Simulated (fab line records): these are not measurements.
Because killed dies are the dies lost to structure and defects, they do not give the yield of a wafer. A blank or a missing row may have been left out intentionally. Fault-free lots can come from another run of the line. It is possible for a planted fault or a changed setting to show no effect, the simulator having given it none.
Chamber matching	flow n5_finfet	N5_BEOL_M7_ALD_77 on ald_metal-01 has 4 sister chambers
The step deposits TaN, target thk 2 nm, pulse time 2 s, purge time 3 s. 4 wafers are shown with their chamber, then 8 later ones without.

WAFERS WITH THEIR CHAMBER
wafer	chamber	heater_power_w (W)
L081.6	2	423
L083.4	3	403
L083.6	1	446
L089.1	0	473

WAFERS WITH NO CHAMBER GIVEN
wafer	heater_power_w (W)
L089.4	404
L089.6	410
L091.3	461
L091.4	403
L091.6	456
L097.2	444
L097.5	479
L097.6	405

WHICH CHAMBER EACH WENT THROUGH
wafer	from the rows above	in truth
L089.4	3	3
L089.6	can't be placed: 3 or 2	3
L091.3	can't be placed: 0 or 1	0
L091.4	3	3
L091.6	can't be placed: 1 or 0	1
L097.2	1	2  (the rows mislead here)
L097.5	0	0
L097.6	3	3
Placed correctly: 4 of 8. Cannot be placed on the basis of these rows: 3; the candidates contain the true chamber in 3. Placed wrongly: 1.
How it was worked out, from the rows above alone: a wafer's distance from a chamber is the root of the sum, over the readings, of the square of ((its reading less the chamber's mean) divided by the reading's scatter). The wafer belongs to the nearest chamber; if the next one is less than 2 further off, it can't be placed. For every chamber, the mean is computed from those of its wafers that are shown. The scatter: with one shown wafer a chamber, the root of the mean of the squares of how far each hidden wafer lies from its nearest shown one.
